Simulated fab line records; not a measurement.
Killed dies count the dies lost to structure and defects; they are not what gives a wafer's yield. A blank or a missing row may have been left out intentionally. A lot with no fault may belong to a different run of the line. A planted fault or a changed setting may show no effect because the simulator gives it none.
fab line records -- flow nandHarc
[record] lots = 13, wafers = 39, lastDay = 33
route steps=1302 shown A_BONDPAD@1220 THIN_TSV@1259 END@1302
lots that met no fault: taken from a fault-free run of the same line
startH: the number of hours between the record's first day and the start of the first shown wafer of the lot -- waitH: hours elapsed since this lot's preceding step -- " unchanged from the row above -- L1.1+2: several wafers, shown together as one row -- - no value present, or no start provided -- * or withheld: withheld -- < > ~ a bound
route shown NAME@n: names a module that has steps shown in the file, with the first one's number in the route -- usual: average and standard deviation across the fault-free wafers -- same: alike in all rows -- chamber/n: place in a boat -- sites: per-site readings -- _std_site: how widely they spread, as a standard deviation -- _edge_site: mean of outer sites minus mean of inner sites -- radiusMm: for every site, how far away it sits from the centre of the wafer -- mask NAME#n: copy n -- behind: the most recent tool/chamber to have shaped the wafer -- hold: why the lot was held/for how many hours/how that ended -- device: the n, p or np transistor that did not switch -- end of line: at the end of the route, the tests of the same wafers -- a step without rows: its recipe alone -- killed: not the wafer's yield, but the dies lost to structure and defects at the first sort -- map: shows each die of a wafer: x if killed, . if not, _ if none is there
set.NAME: setting as actually run; set.NAME@STEP: the setting as run at that earlier step -- model.NAME: the simulator's own value behind a step, which no gauge read
the route's steps for a sample of lots (tables are steps, rows are wafers)
services: when a tool's chamber went out of use (startH, in hours from the record's first day, below 0 if earlier), for how many hours, and the reason
[[steps]]
[step NHARC_A_BONDPAD_ETCH_12]
[recipe] targetDepthA = 2200, timeS = 110, chf3FlowSccm = 50, o2FlowSccm = 10, arFlowSccm = 200, rfW = 500, biasW = 200, chemistry = CHF3/O2
[usual] drypumpMotorCurrentA = 5.6/0.45, oesProductAu = 0.946/0.023, rfVppV = 370.0/1.5, showerheadPlenumPTorr = 2.37/0.062, throttleValvePct = 20.572/0.0096
lot.wafer,tool,chamber,startH,waitH,drypumpMotorCurrentA,oesProductAu,rfHoursCounterH,rfVppV,showerheadPlenumPTorr,throttleValvePct
L699.2,rieDiel-07,0,545.43,-,5.2,0.930,18,372.1,2.46,20.570
L699.1,rieDiel-07,1,545.43,-,5.9,0.933,20,374.0,2.55,20.561
L699.5,rieDiel-07,2,545.43,-,5.1,0.927,-,368.7,2.30,20.577
L701.1,rieDiel-06,0,560.67,-,6.0,0.982,2,370.3,2.43,20.558
L701.4,rieDiel-06,2,560.67,-,5.8,0.967,2,369.9,2.32,20.562
L701.5,rieDiel-06,0,560.67,-,6.0,0.981,-,372.4,2.43,20.568
L702.3,rieDiel-06,1,570.83,-,5.2,0.926,3,370.3,2.37,20.575
L702.6,rieDiel-06,3,570.83,-,5.1,0.940,-,368.4,2.35,20.571
L702.5,rieDiel-06,0,570.83,-,6.0,0.933,-,370.6,2.43,20.560
L704.3,rieDiel-07,2,604.16,-,5.1,0.925,41,368.8,2.29,20.580
L704.4,rieDiel-07,0,604.16,-,5.2,0.928,37,371.8,2.45,20.576
L704.6,rieDiel-07,1,604.16,-,5.9,0.940,-,373.7,2.54,20.569
L705.1,rieDiel-06,2,612.00,-,5.8,0.982,4,368.9,2.32,20.583
L705.4,rieDiel-06,3,612.00,-,5.1,0.995,4,369.7,2.35,20.588
L705.5,rieDiel-06,3,612.00,-,5.1,0.998,-,368.8,2.35,20.581
L706.1,rieDiel-06,0,612.53,-,6.0,0.985,5,370.3,2.43,20.568
L706.2,rieDiel-06,1,612.53,-,5.2,0.968,4,367.3,2.37,20.555
L706.3,rieDiel-06,2,612.53,-,5.8,0.960,4,368.8,2.32,20.574
L707.1,rieDiel-08,3,632.36,-,5.4,0.934,15,367.9,2.28,20.569
L707.3,rieDiel-08,1,632.36,-,5.8,0.917,16,371.2,2.43,20.596
L707.6,rieDiel-08,1,632.36,-,5.8,0.917,-,371.0,2.43,20.570
L708.2,rieDiel-06,0,637.66,-,6.0,0.927,5,372.3,2.43,20.574
L708.1,rieDiel-06,1,637.66,-,5.2,0.914,5,369.1,2.37,20.598
L708.5,rieDiel-06,3,637.66,-,5.0,0.937,-,368.7,2.35,20.592
L709.2,rieDiel-06,2,641.20,-,5.8,0.937,5,370.1,2.32,20.560
L709.3,rieDiel-06,0,641.20,-,6.0,0.923,6,371.7,2.43,20.567
L709.6,rieDiel-06,2,641.20,-,5.8,0.926,-,368.7,2.32,20.575
L710.1,rieDiel-06,3,646.48,-,5.1,0.960,5,370.0,2.35,20.587
L710.4,rieDiel-06,3,646.48,-,5.1,0.936,-,369.8,2.35,20.550
L710.6,rieDiel-06,2,646.48,-,5.8,0.936,-,368.9,2.32,20.586
L711.4,rieDiel-08,0,662.74,-,6.8,0.945,20,371.2,2.46,20.577
L711.3,rieDiel-08,1,662.74,-,5.7,0.918,23,370.2,2.42,20.560
L711.6,rieDiel-08,2,662.74,-,5.4,0.928,-,368.7,2.31,20.578
L712.4,rieDiel-06,0,673.75,-,6.0,0.959,0,371.4,2.43,20.567
L712.6,rieDiel-06,0,673.75,-,6.0,0.965,-,370.5,2.43,20.569
L712.5,rieDiel-06,1,673.75,-,5.2,0.959,-,370.1,2.37,20.576
L719.2,rieDiel-08,3,748.47,-,5.4,0.923,4,368.8,2.27,20.575
L719.6,rieDiel-08,1,748.47,-,5.8,0.933,-,372.3,2.42,20.579
L719.4,rieDiel-08,3,748.47,-,5.4,0.923,-,368.8,2.27,20.574
[step NHARC_THIN_TSV_CD_MEAS_12]
[recipe] targetCdNm = 1000, landingEnergyEv = 500
[usual] cdNm = 1000.3/1.6
lot.wafer,tool,chamber,startH,waitH,cdNm
L699.1,cdSem-01,0,559.59,-,1000.2
L699.2,cdSem-01,0,559.59,-,1001.8
L699.5,cdSem-01,0,559.59,-,1001.5
L701.1,cdSem-02,0,575.32,-,1002.0
L701.4,cdSem-02,0,575.32,-,1001.5
L701.5,cdSem-02,0,575.32,-,1002.7
L702.3,cdSem-03,0,590.07,-,1001.1
L702.5,cdSem-03,0,590.07,-,1001.8
L702.6,cdSem-03,0,590.07,-,1001.5
L704.3,cdSem-02,0,622.39,-,1000.9
L704.4,cdSem-02,0,622.39,-,1000.3
L704.6,cdSem-02,0,622.39,-,1000.5
L706.1,cdSem-01,0,627.00,-,1000.3
L706.2,cdSem-01,0,627.00,-,998.3
L706.3,cdSem-01,0,627.00,-,998.5
L705.1,cdSem-02,0,628.12,-,1000.8
L705.4,cdSem-02,0,628.12,-,1001.6
L705.5,cdSem-02,0,628.12,-,998.7
L707.1,cdSem-01,0,647.50,-,999.8
L707.3,cdSem-01,0,647.50,-,1000.4
L707.6,cdSem-01,0,647.50,-,999.7
L708.1,cdSem-03,0,652.23,-,1000.5
L708.2,cdSem-03,0,652.23,-,1001.3
L708.5,cdSem-03,0,652.23,-,1000.8
L709.2,cdSem-03,0,660.09,-,996.7
L709.3,cdSem-03,0,660.09,-,998.8
L709.6,cdSem-03,0,660.09,-,997.5
L710.1,cdSem-02,0,663.34,-,1000.4
L710.4,cdSem-02,0,663.34,-,1001.9
L710.6,cdSem-02,0,663.34,-,997.5
L711.3,cdSem-01,0,677.34,-,998.5
L711.4,cdSem-01,0,677.34,-,999.7
L711.6,cdSem-01,0,677.34,-,1000.0
L712.4,cdSem-01,0,688.60,-,998.2
L712.5,cdSem-01,0,688.60,-,997.4
L712.6,cdSem-01,0,688.60,-,997.9
L719.2,cdSem-01,0,763.15,-,1001.3
L719.4,cdSem-01,0,763.15,-,1000.6
L719.6,cdSem-01,0,763.15,-,1000.5
[step NHARC_THIN_TSV_STRIP_62]
[recipe] powerW = 1500, tempC = 250, timeS = 20, chemistry = N2/H2
[usual] drypumpMotorCurrentA = 5.74/0.29, heaterPowerW = 334/31
lot.wafer,tool,chamber,startH,waitH,drypumpMotorCurrentA,heaterPowerW,rfHoursCounterH
L699.1,plasmaAsher-02,1,562.99,-,5.82,331,33
L699.2,plasmaAsher-02,0,562.99,-,5.51,334,33
L699.5,plasmaAsher-02,1,562.99,-,5.80,322,-
L701.1,plasmaAsher-02,1,577.94,-,5.75,320,39
L701.4,plasmaAsher-02,1,577.94,-,5.75,322,-
L701.5,plasmaAsher-02,1,577.94,-,5.75,318,-
L702.3,plasmaAsher-02,1,592.71,-,5.84,326,-
L702.6,plasmaAsher-02,1,592.71,-,5.84,325,-
L702.5,plasmaAsher-02,0,592.71,-,5.53,336,-
L704.4,plasmaAsher-02,1,625.30,-,5.77,297,-
L704.3,plasmaAsher-02,0,625.30,-,5.52,347,-
L704.6,plasmaAsher-02,1,625.30,-,5.80,293,-
L706.1,plasmaAsher-02,1,629.82,-,5.81,296,4
L706.2,plasmaAsher-02,0,629.82,-,5.54,332,4
L706.3,plasmaAsher-02,1,629.82,-,5.80,298,-
L705.1,plasmaAsher-01,0,630.75,-,5.48,381,13
L705.4,plasmaAsher-01,1,630.75,-,6.25,335,-
L705.5,plasmaAsher-01,0,630.75,-,5.48,377,-
L707.1,plasmaAsher-01,1,650.10,-,6.27,321,17
L707.3,plasmaAsher-01,0,650.10,-,5.47,385,-
L707.6,plasmaAsher-01,1,650.10,-,6.24,333,-
L708.1,plasmaAsher-02,0,654.83,-,5.51,331,8
L708.2,plasmaAsher-02,1,654.83,-,5.82,290,8
L708.5,plasmaAsher-02,1,654.83,-,5.83,300,-
L709.2,plasmaAsher-02,0,662.71,-,5.54,336,10
L709.3,plasmaAsher-02,1,662.71,-,5.84,300,-
L709.6,plasmaAsher-02,0,662.71,-,5.51,335,-
L710.1,plasmaAsher-02,1,665.93,-,5.80,293,11
L710.4,plasmaAsher-02,1,665.93,-,5.81,295,-
L710.6,plasmaAsher-02,0,665.93,-,5.53,343,-
L711.4,plasmaAsher-01,1,680.11,-,6.27,329,-
L711.3,plasmaAsher-01,0,680.11,-,5.46,390,-
L711.6,plasmaAsher-01,1,680.11,-,6.26,324,-
L712.4,plasmaAsher-01,1,691.36,-,6.28,340,-
L712.5,plasmaAsher-01,1,691.36,-,6.27,339,-
L712.6,plasmaAsher-01,0,691.36,-,5.45,388,-
L719.2,plasmaAsher-02,0,765.76,-,5.52,337,35
L719.4,plasmaAsher-02,1,765.76,-,5.80,301,-
L719.6,plasmaAsher-02,1,765.76,-,5.81,293,-
[step NHARC_THIN_TSV_CD_MEAS_33]
[recipe] targetCdNm = 5000, landingEnergyEv = 500
[usual] cdNm = 4999.9/1.9
lot.wafer,tool,chamber,startH,waitH,cdNm
L699.1,cdSem-03,0,566.30,-,4999.7
L699.2,cdSem-03,0,566.30,-,5000.3
L699.5,cdSem-03,0,566.30,-,5003.7
L701.1,cdSem-01,0,581.15,-,5000.4
L701.4,cdSem-01,0,581.15,-,4999.7
L701.5,cdSem-01,0,581.15,-,5001.5
L702.3,cdSem-03,0,595.97,-,5000.0
L702.5,cdSem-03,0,595.97,-,4999.3
L702.6,cdSem-03,0,595.97,-,4999.8
L704.3,cdSem-01,0,628.66,-,4996.8
L704.4,cdSem-01,0,628.66,-,5000.5
L704.6,cdSem-01,0,628.66,-,4999.2
L706.1,cdSem-02,0,633.14,-,5000.5
L706.2,cdSem-02,0,633.14,-,5001.0
L706.3,cdSem-02,0,633.14,-,5000.2
L705.1,cdSem-03,0,634.06,-,5000.2
L705.4,cdSem-03,0,634.06,-,5001.4
L705.5,cdSem-03,0,634.06,-,4999.6
L707.1,cdSem-03,0,653.28,-,5000.4
L707.3,cdSem-03,0,653.28,-,4994.7
L707.6,cdSem-03,0,653.28,-,5000.2
L708.1,cdSem-03,0,658.02,-,5000.2
L708.2,cdSem-03,0,658.02,-,4999.6
L708.5,cdSem-03,0,658.02,-,4999.9
L709.2,cdSem-01,0,665.89,-,5004.1
L709.3,cdSem-01,0,665.89,-,4999.1
L709.6,cdSem-01,0,665.89,-,5002.0
L710.1,cdSem-03,0,669.28,-,4999.0
L710.4,cdSem-03,0,669.28,-,4999.0
L710.6,cdSem-03,0,669.28,-,4998.9
L711.3,cdSem-01,0,683.36,-,5006.1
L711.4,cdSem-01,0,683.36,-,5001.0
L711.6,cdSem-01,0,683.36,-,5003.2
L712.4,cdSem-03,0,694.64,-,5000.5
L712.5,cdSem-03,0,694.64,-,5001.6
L712.6,cdSem-03,0,694.64,-,4999.7
L719.2,cdSem-01,0,769.06,-,5004.3
L719.4,cdSem-01,0,769.06,-,5005.1
L719.6,cdSem-01,0,769.06,-,5003.0
[step NHARC_END_SORT_01]
[recipe] tempC = 25
[usual] defectLimitedYield = 91/3.1, killedAtArray = 57/20, killedAtOther = 1.0/1.5, killedAtPeriphery = 3.5/2.5, killedDies = 62/21, killedOpen = 3.5/1.9, killedShort = 2.4/1.6
[same] grossDies = 677
lot.wafer,tool,chamber,startH,waitH,defectLimitedYield[%],killedAtArray,killedAtOther,killedAtPeriphery,killedDies,killedOpen,killedShort
L701.1,prober-02,0,590.24,2.5,88,73,2,7,82,4,2
L701.4,prober-02,0,592.65,3.4,88,78,0,5,83,2,2
L701.5,prober-02,0,593.45,3.7,88,74,1,3,78,3,4
L702.3,prober-01,0,606.66,3.1,92,53,0,3,56,2,3
L702.5,prober-01,0,608.27,3.7,92,49,0,2,51,6,0
L702.6,prober-01,0,609.07,4.0,95,33,0,2,35,1,1
L705.1,prober-02,0,642.20,2.5,93,47,1,1,49,4,3
L705.4,prober-02,0,644.62,3.4,92,48,1,4,53,6,6
L705.5,prober-02,0,645.42,3.7,92,53,0,3,56,8,3
L706.1,prober-01,0,645.57,2.5,89,73,0,3,76,4,1
L706.2,prober-01,0,646.37,2.8,87,87,0,2,89,2,4
L706.3,prober-01,0,647.18,3.1,88,72,5,2,79,5,0
L707.1,prober-02,0,662.46,2.5,87,82,3,4,89,2,4
L707.3,prober-02,0,664.06,3.1,86,92,5,0,97,1,3
L707.6,prober-02,0,666.46,4.0,88,75,6,3,84,1,1
L708.1,prober-01,0,667.09,2.5,94,39,2,3,44,4,2
L708.2,prober-01,0,667.89,2.8,92,52,0,2,54,3,1
L708.5,prober-01,0,670.30,3.7,93,45,1,4,50,6,3
L710.1,prober-01,0,680.01,2.5,97,19,2,2,23,4,4
L710.4,prober-01,0,682.40,3.4,97,19,0,4,23,5,4
L710.6,prober-01,0,683.99,4.0,97,14,1,3,18,4,1
L709.2,prober-02,0,680.88,2.8,89,62,0,12,74,3,7
L709.3,prober-02,0,681.69,3.1,90,62,0,3,65,3,2
L709.6,prober-02,0,684.11,4.0,90,70,0,1,71,1,3
L712.4,prober-02,0,706.22,3.4,79,139,1,2,142,3,1
L712.5,prober-02,0,707.03,3.7,79,139,1,4,144,5,3
L712.6,prober-02,0,707.83,4.0,78,148,0,1,149,7,0
// killed by level:class
L701.1 A_CHANNEL_HOLE_D2:chamberFilmFlake=25 A_SLIT:chamberFilmFlake=23 A_CONTACT:chamberFilmFlake=8 P_CONTACT:chamberFilmFlake=5 A_STAIRCASE:chamberFilmFlake=4 A_CHANNEL_HOLE_D1:chamberFilmFlake=2 A_CHANNEL_FILL_D1:chamberFilmFlake=2 A_CHANNEL_FILL_D2:chamberFilmFlake=2
L701.4 A_CHANNEL_HOLE_D2:chamberFilmFlake=32 A_SLIT:chamberFilmFlake=26 A_STAIRCASE:chamberFilmFlake=9 P_CONTACT:chamberFilmFlake=3 A_CHANNEL_FILL_D1:geometricParticle:short=2 A_CHANNEL_HOLE_D1:chamberFilmFlake=2 A_CHANNEL_FILL_D2:chamberFilmFlake=2 A_CHANNEL_FILL_D1:geometricParticle:open=1
L701.5 A_CHANNEL_HOLE_D2:chamberFilmFlake=28 A_SLIT:chamberFilmFlake=24 A_STAIRCASE:chamberFilmFlake=6 P_CONTACT:chamberFilmFlake=3 A_CHANNEL_HOLE_D1:chamberFilmFlake=3 A_CONTACT:chamberFilmFlake=3 A_CHANNEL_FILL_D1:chamberFilmFlake=2 A_CHANNEL_FILL_D1:geometricParticle:short=1
L702.3 A_CHANNEL_HOLE_D2:chamberFilmFlake=35 A_CONTACT:chamberFilmFlake=7 A_CHANNEL_FILL_D2:chamberFilmFlake=3 A_DECK1_JOINT:geometricParticle:short=2 A_CHANNEL_HOLE_D1:chamberFilmFlake=2 A_SGD_CUT:geometricParticle:open=1 A_WL_FILL:geometricParticle:short=1 A_CONTACT:geometricParticle:open=1
L702.5 A_CHANNEL_HOLE_D2:chamberFilmFlake=29 A_CONTACT:chamberFilmFlake=7 A_CHANNEL_HOLE_D1:chamberFilmFlake=4 A_WL_FILL:chamberFilmFlake=2 P_CONTACT:geometricParticle:open=1 A_ONON_D1:geometricParticle:open=1 A_DECK1_JOINT:geometricParticle:open=1 A_ONON_D2:geometricParticle:open=1
L702.6 A_CHANNEL_HOLE_D2:chamberFilmFlake=21 A_CONTACT:chamberFilmFlake=4 A_WL_FILL:chamberFilmFlake=3 A_CHANNEL_HOLE_D1:chamberFilmFlake=2 A_SLIT:chamberFilmFlake=2 P_M0:geometricParticle:open=1 A_ONON_D1:geometricParticle:short=1 P_M0:chamberFilmFlake=1
L705.1 A_CHANNEL_HOLE_D1:chamberFilmFlake=25 A_CHANNEL_HOLE_D2:chamberFilmFlake=14 A_CHANNEL_FILL_D2:geometricParticle:short=2 P_M1:geometricParticle:open=1 A_SOURCE_PLATE:geometricParticle:short=1 A_ONON_D1:geometricParticle:open=1 A_CHANNEL_FILL_D2:geometricParticle:open=1 A_CONTACT:geometricParticle:open=1
L705.4 A_CHANNEL_HOLE_D1:chamberFilmFlake=28 A_CHANNEL_HOLE_D2:chamberFilmFlake=7 A_CHANNEL_FILL_D1:geometricParticle:short=2 A_ONON_D2:geometricParticle:open=2 A_CHANNEL_FILL_D2:geometricParticle:short=2 A_CONTACT:chamberFilmFlake=2 P_STI:geometricParticle:short=1 P_M0:geometricParticle:open=1
L705.5 A_CHANNEL_HOLE_D1:chamberFilmFlake=29 A_CHANNEL_HOLE_D2:chamberFilmFlake=9 A_DECK1_JOINT:geometricParticle:open=2 A_ONON_D2:geometricParticle:open=2 P_STI:chamberFilmFlake=2 A_STAIRCASE:chamberFilmFlake=2 P_CONTACT:geometricParticle:open=1 A_ONON_D1:geometricParticle:short=1
L706.1 A_SLIT:chamberFilmFlake=29 A_CHANNEL_HOLE_D2:chamberFilmFlake=28 A_CHANNEL_HOLE_D1:chamberFilmFlake=4 A_SGD_CUT:chamberFilmFlake=3 A_WL_FILL:chamberFilmFlake=3 A_CONTACT:chamberFilmFlake=3 P_GATE:geometricParticle:open=1 P_CONTACT:geometricParticle:open=1
L706.2 A_CHANNEL_HOLE_D2:chamberFilmFlake=35 A_SLIT:chamberFilmFlake=32 A_STAIRCASE:chamberFilmFlake=4 A_CHANNEL_HOLE_D1:chamberFilmFlake=3 A_CONTACT:chamberFilmFlake=3 A_CHANNEL_FILL_D1:geometricParticle:short=2 A_WL_FILL:chamberFilmFlake=2 P_M0:geometricParticle:open=1
L706.3 A_SLIT:chamberFilmFlake=32 A_CHANNEL_HOLE_D2:chamberFilmFlake=26 A_CHANNEL_HOLE_D1:chamberFilmFlake=10 THIN_TSV:chamberFilmFlake=3 A_M0:geometricParticle:open=2 HYBRID_BOND:chamberFilmFlake=2 P_M0:geometricParticle:open=1 A_ONON_D1:geometricParticle:open=1
L707.1 A_SLIT:chamberFilmFlake=30 A_CHANNEL_HOLE_D1:chamberFilmFlake=28 A_CHANNEL_HOLE_D2:chamberFilmFlake=9 A_STAIRCASE:chamberFilmFlake=5 A_CONTACT:chamberFilmFlake=4 THIN_TSV:chamberFilmFlake=3 A_M0:geometricParticle:short=2 A_DECK1_JOINT:chamberFilmFlake=2
L707.3 A_CHANNEL_HOLE_D1:chamberFilmFlake=36 A_SLIT:chamberFilmFlake=34 A_CHANNEL_HOLE_D2:chamberFilmFlake=15 THIN_TSV:chamberFilmFlake=4 A_CONTACT:chamberFilmFlake=3 A_DECK1_JOINT:geometricParticle:short=1 A_CHANNEL_FILL_D2:geometricParticle:short=1 A_CHANNEL_FILL_D2:geometricParticle:open=1
L707.6 A_CHANNEL_HOLE_D1:chamberFilmFlake=31 A_SLIT:chamberFilmFlake=26 A_CHANNEL_HOLE_D2:chamberFilmFlake=10 THIN_TSV:chamberFilmFlake=6 P_ZERO_WELL:chamberFilmFlake=3 A_STAIRCASE:chamberFilmFlake=3 A_CONTACT:chamberFilmFlake=2 A_WL_FILL:geometricParticle:short=1
L708.1 A_SLIT:chamberFilmFlake=19 A_CHANNEL_HOLE_D1:chamberFilmFlake=7 A_CONTACT:chamberFilmFlake=3 A_STAIRCASE:chamberFilmFlake=2 THIN_TSV:chamberFilmFlake=2 P_CONTACT:geometricParticle:short=1 P_CONTACT:geometricParticle:open=1 P_M0:geometricParticle:open=1
L708.2 A_SLIT:chamberFilmFlake=29 A_CHANNEL_HOLE_D1:chamberFilmFlake=6 A_CONTACT:chamberFilmFlake=4 A_CHANNEL_FILL_D2:chamberFilmFlake=3 A_STAIRCASE:chamberFilmFlake=3 A_DECK1_JOINT:chamberFilmFlake=2 A_CHANNEL_HOLE_D2:chamberFilmFlake=2 P_GATE:geometricParticle:open=1
L708.5 A_SLIT:chamberFilmFlake=28 A_CHANNEL_HOLE_D1:chamberFilmFlake=4 P_CONTACT:geometricParticle:open=2 A_CHANNEL_HOLE_D2:chamberFilmFlake=2 A_M0:chamberFilmFlake=2 P_M0:geometricParticle:open=1 P_M0:geometricParticle:short=1 A_ONON_D1:geometricParticle:short=1
L710.1 A_CHANNEL_HOLE_D1:chamberFilmFlake=6 A_STAIRCASE:chamberFilmFlake=3 A_ONON_D2:geometricParticle:open=2 A_WL_FILL:geometricParticle:short=2 THIN_TSV:chamberFilmFlake=2 P_M0:geometricParticle:short=1 A_DECK1_JOINT:geometricParticle:short=1 A_SGD_CUT:geometricParticle:open=1
L709.2 A_CHANNEL_HOLE_D1:chamberFilmFlake=26 A_CHANNEL_HOLE_D2:chamberFilmFlake=19 P_M2:chamberFilmFlake=6 A_STAIRCASE:chamberFilmFlake=4 A_ONON_D1:geometricParticle:short=3 A_WL_FILL:chamberFilmFlake=3 P_ZERO_WELL:geometricParticle:open=2 P_STI:chamberFilmFlake=2
L709.3 A_CHANNEL_HOLE_D1:chamberFilmFlake=29 A_CHANNEL_HOLE_D2:chamberFilmFlake=22 A_STAIRCASE:chamberFilmFlake=4 P_STI:chamberFilmFlake=2 A_CHANNEL_HOLE_D1:geometricParticle:open=1 A_CHANNEL_FILL_D1:geometricParticle:short=1 A_CHANNEL_FILL_D1:geometricParticle:open=1 A_ONON_D2:geometricParticle:short=1
L710.4 A_CHANNEL_HOLE_D1:chamberFilmFlake=4 A_CONTACT:chamberFilmFlake=4 A_SLIT:chamberFilmFlake=3 P_GATE:geometricParticle:open=2 P_CONTACT:geometricParticle:short=2 A_DECK1_JOINT:geometricParticle:open=2 A_WL_FILL:chamberFilmFlake=2 A_CHANNEL_FILL_D1:geometricParticle:short=1
L710.6 A_CHANNEL_HOLE_D1:chamberFilmFlake=4 P_M0:geometricParticle:open=3 A_STAIRCASE:chamberFilmFlake=3 A_SLIT:chamberFilmFlake=2 A_CONTACT:chamberFilmFlake=2 A_ONON_D1:geometricParticle:short=1 A_M0:geometricParticle:open=1 A_WL_FILL:chamberFilmFlake=1
L709.6 A_CHANNEL_HOLE_D1:chamberFilmFlake=40 A_CHANNEL_HOLE_D2:chamberFilmFlake=20 A_ONON_D2:geometricParticle:short=3 A_M1:chamberFilmFlake=2 A_SOURCE_PLATE:geometricParticle:open=1 P_M2:chamberFilmFlake=1 A_DECK1_JOINT:chamberFilmFlake=1 A_CHANNEL_FILL_D2:chamberFilmFlake=1
L712.4 A_BONDPAD:unspecified=81 A_SLIT:chamberFilmFlake=25 A_CHANNEL_HOLE_D2:chamberFilmFlake=12 A_CHANNEL_HOLE_D1:chamberFilmFlake=9 A_CONTACT:chamberFilmFlake=5 A_STAIRCASE:chamberFilmFlake=3 P_M0:geometricParticle:open=1 A_SGD_CUT:geometricParticle:open=1
L712.5 A_BONDPAD:unspecified=69 A_SLIT:chamberFilmFlake=27 A_CHANNEL_HOLE_D2:chamberFilmFlake=14 A_CHANNEL_HOLE_D1:chamberFilmFlake=11 A_CONTACT:chamberFilmFlake=6 A_STAIRCASE:chamberFilmFlake=3 P_STI:geometricParticle:open=2 A_BONDPAD:chamberFilmFlake=2
L712.6 A_BONDPAD:unspecified=77 A_SLIT:chamberFilmFlake=28 A_CHANNEL_HOLE_D2:chamberFilmFlake=15 A_CONTACT:chamberFilmFlake=8 A_CHANNEL_HOLE_D1:chamberFilmFlake=7 A_CONTACT:geometricParticle:open=2 A_DECK1_JOINT:chamberFilmFlake=2 A_STAIRCASE:chamberFilmFlake=2
[[services]]
tool,chamber,startH,hours,kind
rieDiel-08,-,536.17,0.4,repair
rieDiel-06,0,542.20,-,clean
rieDiel-06,1,542.20,-,clean
rieDiel-08,-,544.87,9.0,pm
rieDiel-07,1,554.62,4.5,repair
rieDiel-07,0,555.62,7.3,repair
plasmaAsher-02,-,603.58,9.0,pm
plasmaAsher-02,0,603.58,9.0,ventCycle
plasmaAsher-02,1,603.58,9.0,ventCycle
plasmaAsher-02,0,612.58,-,clean
plasmaAsher-02,1,612.58,-,clean
rieDiel-07,3,624.07,13.7,repair
rieDiel-08,0,632.02,11.3,repair
rieDiel-06,0,642.59,29.8,repair
rieDiel-07,-,648.20,9.0,pm
rieDiel-06,-,661.20,9.0,pm
rieDiel-08,3,663.73,13.8,repair
rieDiel-07,-,671.04,1.6,repair
rieDiel-06,-,690.87,4.9,repair
plasmaAsher-01,-,696.23,9.0,pm
rieDiel-08,-,721.90,9.0,pm
plasmaAsher-01,-,728.50,2.1,repair
rieDiel-08,0,737.35,3.4,repair
rieDiel-08,2,742.00,42.1,repair
[[key]]
[firstSign] step = NHARC_END_SORT_01, reading = killedAtArray, direction = up, sigmas = 4.2, usual = 57, struck = 142
[effect] step = NHARC_END_SORT_01, reading = killedDies, direction = up, sigmas = 4, usual = 62, struck = 145
[moreKillsBornAt] NHARC_A_BONDPAD_ETCH_12@rieDiel-06 = 226
metAt NHARC_A_BONDPAD_ETCH_12
struckLots L712
notActingAt NHARC_THIN_TSV_CD_MEAS_12,NHARC_THIN_TSV_STRIP_62,NHARC_THIN_TSV_CD_MEAS_33
onsetBetween 646.48 673.75
[fault] kind = chamberParticleSource, tool = rieDiel-06, chamber = -, onsetH = 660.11, steps = NHARC_A_BONDPAD_ETCH_12, ratePerVisitCm2 = 0.56921
